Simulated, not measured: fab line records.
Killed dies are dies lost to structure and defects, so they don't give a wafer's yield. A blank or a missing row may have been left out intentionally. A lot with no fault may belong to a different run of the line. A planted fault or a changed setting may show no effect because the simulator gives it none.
Which tool is to blame? -- flow nand harc -- 11 lots with 33 wafers sampled at 5 steps, on a route of 1302 steps

WHAT THE GAUGES READ, wafer by wafer
NHARC_END_SORT_01. Usual: killed at array 57, standard deviation 18; killed at other 0.8, standard deviation 1; killed at periphery 3.9, standard deviation 2.8; killed dies 62, standard deviation 18; killed open 3.4, standard deviation 1.8; killed short 2.2, standard deviation 1.6.
lot,measured,on,killed at array,killed at other,killed at periphery,killed dies,killed open,killed short,flag
L783,day 33 15:46,prober-01,667 667 668,0 0 1,10 10 8,677 677 677,3 3 3,4 3 5,OFF
L785,day 34 02:55,prober-02,674 675 673,1 0 1,2 2 3,677 677 677,3 1 5,2 2 5,OFF

WHAT TOOL EACH LOT RAN ON (gives the tool, then ch and the chambers of the sampled wafers, and finally the start)
lot,NHARC_A_STAIRCASE_ETCHBACK_422,NHARC_A_SGD_CUT_ETCH_58,NHARC_A_SGD_CUT_ETCH_15,NHARC_A_SGD_CUT_ETCH_16
L763,"rie diel-02 ch 0,1, day 20 06:35","rie diel-01 ch 2,3, day 20 08:59","rie diel-01 ch 0,1, day 20 09:30 or earlier","rie diel-01 ch 0,1,3, day 20 09:30"
L766,"rie diel-10 ch 1,2, day 21 04:35","rie diel-09 ch 0,1,3, day 21 07:01","rie diel-09 ch 0,1,3, day 21 07:31 or earlier","rie diel-09 ch 1,2,3, day 21 07:31"
L768,"rie diel-10 ch 0,1,3, day 21 14:45","rie diel-11 ch 0,1,3, day 21 17:01","rie diel-11 ch 0,1, day 21 17:30 or earlier","rie diel-11 ch 0,3, day 21 17:30"
L770,"rie diel-10 ch 0,1,2, day 23 02:41","rie diel-11 ch 0,2,3, day 23 05:04","rie diel-11 ch 0,2,3, day 23 05:34 or earlier","rie diel-11 ch 0,1,3, day 23 05:34"
L771,"rie diel-07 ch 0,2,3, day 23 11:59","rie diel-11 ch 0,1,2, day 23 14:20","rie diel-11 ch 0,1,2, day 23 14:49 or earlier","rie diel-11 ch 0,2,3, day 23 14:49"
L772,"rie diel-07 ch 0,1,2, day 23 12:16","rie diel-09 ch 2,3, day 23 14:38","rie diel-09 ch 0,1, day 23 15:08 or earlier","rie diel-09 ch 0,1, day 23 15:08"
L773,"rie diel-02 ch 2,3, day 23 12:43","rie diel-01 ch 0,1,2, day 23 14:56","rie diel-01 ch 0,2,3, day 23 15:25 or earlier","rie diel-01 ch 1,2,3, day 23 15:25"
L775,"rie diel-07 ch 0,1,3, day 24 12:53","rie diel-09 ch 0,3, day 24 15:15","rie diel-09 ch 0,1,3, day 24 15:46 or earlier","rie diel-09 ch 0,1,2, day 24 15:46"
L783,"rie diel-02 ch 0,1, day 28 09:12","rie diel-11 ch 0,1,3, day 28 11:33","rie diel-11 ch 0,2,3, day 28 12:02 or earlier","rie diel-11 ch 1,2,3, day 28 12:02"
L785,"rie diel-10 ch 0,1,3, day 28 15:46","rie diel-11 ch 0,3, day 28 17:55","rie diel-11 ch 2,3, day 28 18:26 or earlier","rie diel-11 ch 0,1,3, day 28 18:26"
L784,"rie diel-07 ch 0,2,3, day 28 22:00","rie diel-01 ch 1,3, day 29 00:17","rie diel-01 ch 0,1,3, day 29 00:48 or earlier","rie diel-01 ch 1,2,3, day 29 00:48"
- NHARC_A_STAIRCASE_ETCHBACK_422: etches the open film in CH3F/O2, target depth 40 nm, time 74.286 s.
- NHARC_A_SGD_CUT_ETCH_58: etches the open film in CF4, target depth 39 nm, time 65 s.
- NHARC_A_SGD_CUT_ETCH_15: etches the open film in CH3F/O2, target depth 75 nm, time 64.3 s.
- NHARC_A_SGD_CUT_ETCH_16: etches the open film in C4F8/O2/Ar, target depth 310.5 nm, time 155.2 s.

WHAT THE TOOLS THEMSELVES READ (means of the sampled wafers that have a number; where no wafer has one, the mark that the record gives instead)
NHARC_A_STAIRCASE_ETCHBACK_422. Usual: drypump motor current A 5.6 A, standard deviation 0.41; oes product au 0.95 a.u., standard deviation 0.036; rf vpp V 244.2 V, standard deviation 1.9; showerhead plenum p Torr 2.45 Torr, standard deviation 0.11; throttle valve pct 20.663 %, standard deviation 0.0092.
lot,tool,drypump motor current A (A),oes product au (a.u.),rf vpp V (V),showerhead plenum p Torr (Torr),throttle valve pct (%),flag
L763,rie diel-02,5.3,1.00,245.6,2.55,20.658,
L766,rie diel-10,5.2,0.96,242.1,2.34,20.665,
L768,rie diel-10,5.6,0.99,243.4,2.42,20.659,
L770,rie diel-10,5.6,0.93,244.0,2.42,20.661,
L771,rie diel-07,6.0,0.92,243.2,2.36,20.676,
L772,rie diel-07,5.9,0.92,242.8,2.36,20.659,
L773,rie diel-02,5.5,0.92,245.6,2.54,20.661,
L775,rie diel-07,5.9,0.96,243.0,2.41,20.673,
L783,rie diel-02,5.2,0.92,246.2,2.53,20.659,
L785,rie diel-10,5.6,0.99,245.2,2.53,20.666,
L784,rie diel-07,6.0,1.00,243.2,2.35,20.663,

NHARC_A_SGD_CUT_ETCH_58. Usual: drypump motor current A 5.6 A, standard deviation 0.57; oes product au 1.002 a.u., standard deviation 0.01; rf fwd power W 297.3 W, standard deviation 1.3; rf vpp V 151.2 V, standard deviation 1.3; showerhead plenum p Torr 1.76 Torr, standard deviation 0.079; throttle valve pct 13.283 %, standard deviation 0.01.
lot,tool,drypump motor current A (A),oes product au (a.u.),rf fwd power W (W),rf vpp V (V),showerhead plenum p Torr (Torr),throttle valve pct (%),flag
L763,rie diel-01,5.7,0.997,298.6,150.9,1.77,13.281,
L766,rie diel-09,6.0,0.996,297.0,151.0,1.72,13.289,
L768,rie diel-11,5.4,1.006,296.9,151.3,1.78,13.282,
L770,rie diel-11,5.5,0.992,297.3,150.7,1.74,13.282,
L771,rie diel-11,5.1,0.997,297.5,152.1,1.81,13.284,
L772,rie diel-09,5.9,1.001,297.5,151.1,1.71,13.294,
L773,rie diel-01,5.3,1.015,297.9,151.6,1.76,13.275,
L775,rie diel-09,6.1,1.008,298.3,149.7,1.69,13.278,
L783,rie diel-11,5.4,1.011,296.6,151.6,1.78,13.282,
L785,rie diel-11,5.7,1.004,295.4,149.6,1.71,13.276,
L784,rie diel-01,6.2,0.994,298.2,150.1,1.72,13.277,

NHARC_A_SGD_CUT_ETCH_15. Usual: drypump motor current A 5.6 A, standard deviation 0.57; oes product au 0.968 a.u., standard deviation 0.014; rf fwd power W 495.2 W, standard deviation 2.3; rf vpp V 263.4 V, standard deviation 1.9; showerhead plenum p Torr 2.43 Torr, standard deviation 0.11; throttle valve pct 20.662 %, standard deviation 0.0089.
lot,tool,drypump motor current A (A),oes product au (a.u.),rf fwd power W (W),rf vpp V (V),showerhead plenum p Torr (Torr),throttle valve pct (%),flag
L763,rie diel-01,5.8,0.954,493.4,262.8,2.37,20.665,
L766,rie diel-09,6.0,0.972,495.1,263.3,2.39,20.659,
L768,rie diel-11,5.0,0.955,495.8,266.4,2.58,20.660,
L770,rie diel-11,5.4,0.965,495.4,262.6,2.41,20.675,
L771,rie diel-11,5.1,0.951,496.8,265.1,2.52,20.666,
L772,rie diel-09,6.3,0.985,494.2,263.6,2.41,20.661,
L773,rie diel-01,5.3,0.963,494.9,263.1,2.44,20.666,
L775,rie diel-09,6.0,0.979,494.1,263.0,2.38,20.658,
L783,rie diel-11,5.5,0.970,496.5,262.3,2.41,20.659,
L785,rie diel-11,5.7,0.968,493.7,262.9,2.38,20.663,
L784,rie diel-01,5.8,0.970,496.3,262.9,2.36,20.658,

NHARC_A_SGD_CUT_ETCH_16. Usual: oes product au 0.975 a.u., standard deviation 0.014; rf fwd power W 597.3 W, standard deviation 2.3; rf vpp V 722 V, standard deviation 4.6.
lot,tool,oes product au (a.u.),rf fwd power W (W),rf vpp V (V),flag
L763,rie diel-01,0.955,596.8,720,
L766,rie diel-09,0.978,597.2,721,
L768,rie diel-11,0.964,596.3,722,
L770,rie diel-11,0.983,597.8,724,
L771,rie diel-11,0.964,597.6,721,
L772,rie diel-09,0.994,597.6,721,
L773,rie diel-01,0.970,598.6,724,
L775,rie diel-09,0.978,596.5,722,
L783,rie diel-11,1.226,838.4,723,OFF
L785,rie diel-11,1.238,837.8,723,OFF
L784,rie diel-01,0.974,599.8,724,

THE ANSWER, worked out from the rows above alone
Rule: take the mean of a lot's wafers that have a number; if it is more than 3 standard deviations from the usual mean, the lot is off. A lot without any number at a reading at which 4 lots or more have one is off too. Any other lot the step has rows for is counted as sound. Order of review: gauges by route order, followed by the tools' own readings, for which a lot's mean as printed above is used. At the first step where some lot is off, the reading lying furthest off is the one used; lots without a number count as furthest.
Off, at NHARC_END_SORT_01 on killed at array: L783, L785. Neither off nor sound, because the step has no rows for them: L763, L766, L768, L770, L771, L772, L773, L775, L784.
A tool fits if, at a process step before that reading, it ran every lot that is off, and no sound lot after the first of them. The gauges at NHARC_END_SORT_01 aren't tried: what is off there is off at NHARC_A_SGD_CUT_ETCH_16 too, on other tools, and a gauge's error can't cause that. Because NHARC_A_SGD_CUT_ETCH_15 lacks a start for some lots, the hours and order of its lots are taken from NHARC_A_SGD_CUT_ETCH_16. One fits: rie diel-11 at NHARC_A_SGD_CUT_ETCH_58 and NHARC_A_SGD_CUT_ETCH_15 and NHARC_A_SGD_CUT_ETCH_16. It ran no sound lot before its first lot that is off in this sample, so the start can't be narrowed down.

WHAT THE SIMULATOR PUT IN
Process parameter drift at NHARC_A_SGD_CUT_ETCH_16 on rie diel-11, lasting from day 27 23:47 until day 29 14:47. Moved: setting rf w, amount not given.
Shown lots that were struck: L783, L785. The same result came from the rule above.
